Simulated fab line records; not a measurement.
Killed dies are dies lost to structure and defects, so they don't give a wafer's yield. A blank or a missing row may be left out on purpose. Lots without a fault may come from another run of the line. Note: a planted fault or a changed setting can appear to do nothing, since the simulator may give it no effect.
Chamber matching	flow n5Finfet	cmp-03 running N5_BEOL_M2_CMP_52: 4 sister chambers
The step polishes, stops on SiOC, t overpolish 6.8 s, target thk 40 nm. 18 wafers are shown with their chamber, then 9 later ones without.

## WAFERS, EACH WITH ITS CHAMBER
wafer	chamber	motorCurrentA (A)	timeToEndpointS (s)	overpolishRunS (s)
L077.2	2	5.5	61.8	6.795
L077.3	1	5.8	58.5	6.804
L077.4	0	5.7	58.0	6.818
L078.1	2	5.0	60.9	6.776
L078.3	1	5.8	56.5	6.792
L078.6	3	5.3	60.7	6.776
L080.1	0	5.9	59.9	6.810
L080.3	1	5.6	60.9	6.814
L080.4	3	5.5	61.1	6.803
L081.1	1	5.6	59.1	6.785
L081.4	0	5.9	56.6	6.807
L081.6	1	5.9	56.9	6.797
L084.3	0	5.7	60.6	6.817
L084.4	2	5.3	60.7	6.807
L084.6	0	5.8	57.8	6.800
L087.1	1	5.5	58.4	6.785
L087.4	2	5.4	62.2	6.805
L087.5	1	5.8	58.1	6.795

SIGNATURES (means of the wafers above)
reading	chamber 0	chamber 1	chamber 2	chamber 3	scatter within a chamber
motorCurrentA	5.800	5.714	5.300	5.400	0.153
timeToEndpointS	58.580	58.343	61.400	60.900	1.34
overpolishRunS	6.81040	6.79600	6.79575	6.78950	0.0115
Rule: a wafer's distance from a chamber is the root of the sum, over the readings, of the square of ((its reading less the chamber's mean) divided by the reading's scatter). The wafer belongs to the nearest chamber; if the next one is less than 2 further off, it can't be placed. The scatter is the square root of a quotient: the sum, over the shown wafers, of each reading's squared deviation from its chamber's mean, divided by wafers minus chambers.

## WAFERS WHOSE CHAMBER IS MISSING
wafer	motorCurrentA (A)	timeToEndpointS (s)	overpolishRunS (s)
L086.1	5.7	66.4	6.801
L086.4	5.7	66.7	6.807
L086.5	5.8	62.8	6.813
L092.2	5.5	62.0	6.781
L092.3	5.9	61.3	6.818
L092.6	6.0	65.1	6.800
L093.1	5.6	61.4	6.787
L093.3	5.3	61.6	6.823
L093.5	5.3	62.9	6.796

## WHICH CHAMBER EACH WENT THROUGH
wafer	from the rows above	in truth
L086.1	can't be placed: 2 or 3 or 0 or 1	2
L086.4	can't be placed: 2 or 3 or 0 or 1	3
L086.5	can't be placed: 0 or 3 or 1 or 2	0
L092.2	can't be placed: 3 or 2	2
L092.3	can't be placed: 0 or 1 or 3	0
L092.6	can't be placed: 3 or 0 or 2 or 1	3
L093.1	can't be placed: 3 or 2 or 1 or 0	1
L093.3	can't be placed: 2 or 3 or 0 or 1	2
L093.5	can't be placed: 2 or 3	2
Correctly placed: 0 of 9. These rows do not allow placing 9 (true chamber among the candidates in 9). Number placed wrongly: 0.
